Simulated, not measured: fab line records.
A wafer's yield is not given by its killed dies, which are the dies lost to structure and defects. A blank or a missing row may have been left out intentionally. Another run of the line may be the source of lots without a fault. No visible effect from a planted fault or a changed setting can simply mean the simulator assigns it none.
What tool caused it?    flow n5 finfet    11 lots, 33 wafers sampled, at 5 steps of a route of 1938

## WHAT THE GAUGES SHOWED, per wafer
N5_BEOL_M4_RC_MEAS_101.
lot   measured      on         DIBL_N (mV/V)
L822  day 8 10:58   prober-01  39.7 36.8 35.2
L823  day 8 11:19   prober-02  35.0 38.2 34.7
L827  day 9 17:16   prober-01  37.4 36.9 35.6
L828  day 9 20:22   prober-01  35.6 35.2 36.8
L829  day 10 01:36  prober-02  36.3 40.0 40.3
L838  day 12 03:13  prober-01  34.7 35.3 36.2
L841  day 13 03:50  prober-01  37.6 37.7 37.3
L842  day 13 04:33  prober-02  36.8 36.7 37.4
L839  day 13 12:16  prober-01  40.8 36.7 35.3
L844  day 13 13:22  prober-01  37.2 37.0 35.9
L845  day 13 22:26  prober-02  35.6 33.3 37.0

## TOOL THAT RAN EACH LOT (tool first, then ch and the chambers of the sampled wafers, then the start)
lot   N5_BEOL_M4_SPUTTER_81         N5_BEOL_M4_SPUTTER_86         N5_BEOL_M4_ANNEAL_89          N5_BEOL_M4_ANNEAL_91
L822  pvd sputter-03, day 8 08:23   pvd sputter-03, day 8 08:37   pvd sputter-03, day 8 08:55   pvd sputter-03, day 8 09:08
L823  pvd sputter-02, day 8 08:42   pvd sputter-02, day 8 08:57   pvd sputter-02, day 8 09:17   pvd sputter-02, day 8 09:32
L827  pvd sputter-03, day 9 14:44   pvd sputter-03, day 9 14:58   pvd sputter-03, day 9 15:16   pvd sputter-03, day 9 15:29
L828  pvd sputter-03, day 9 17:49   pvd sputter-03, day 9 18:02   pvd sputter-03, day 9 18:20   pvd sputter-03, day 9 18:34
L829  pvd sputter-01, day 9 21:53   pvd sputter-01, day 9 22:06   pvd sputter-01, day 9 22:24   pvd sputter-01, day 9 22:37
L838  pvd sputter-01, day 12 00:32  pvd sputter-01, day 12 00:45  pvd sputter-01, day 12 01:03  pvd sputter-01, day 12 01:16
L841  pvd sputter-03, day 13 01:22  pvd sputter-03, day 13 01:35  pvd sputter-03, day 13 01:53  pvd sputter-03, day 13 02:07
L842  pvd sputter-02, day 13 01:52  pvd sputter-02, day 13 02:05  pvd sputter-02, day 13 02:23  pvd sputter-02, day 13 02:36
L839  pvd sputter-03, day 13 09:31  pvd sputter-03, day 13 09:44  pvd sputter-03, day 13 10:02  pvd sputter-03, day 13 10:15
L844  pvd sputter-01, day 13 10:42  pvd sputter-01, day 13 10:55  pvd sputter-01, day 13 11:13  pvd sputter-01, day 13 11:26
L845  pvd sputter-01, day 13 19:38  pvd sputter-01, day 13 19:51  pvd sputter-01, day 13 20:09  pvd sputter-01, day 13 20:22
- N5_BEOL_M4_SPUTTER_81: material Cu, target thk 4.5 nm, time 8.29 s.
- N5_BEOL_M4_SPUTTER_86: material Cu, target thk 4.5 nm, time 8.29 s.
- N5_BEOL_M4_ANNEAL_89: time 240 s.
- N5_BEOL_M4_ANNEAL_91: time 240 s.

## THE ANSWER, worked out from the rows above alone
Rule: what is usual is taken from the lots themselves. Put in order of their means at a reading, lots are off if they are a third of the lots or fewer, leave a main group of 4 or more, and stand apart from it by a gap of 3 or more times the standard deviation of the main group's means; of several such gaps the widest counts. Not used: any main group whose means are identical at the precision the tables above print for the reading. Also off: a lot with no number at a reading for which 4 or more lots have one. The other lots that the step has rows for count as sound.
No lot is off on any of the readings shown, so nothing can be concluded from this.

## WHAT HAD BEEN PUT IN BY THE SIMULATOR
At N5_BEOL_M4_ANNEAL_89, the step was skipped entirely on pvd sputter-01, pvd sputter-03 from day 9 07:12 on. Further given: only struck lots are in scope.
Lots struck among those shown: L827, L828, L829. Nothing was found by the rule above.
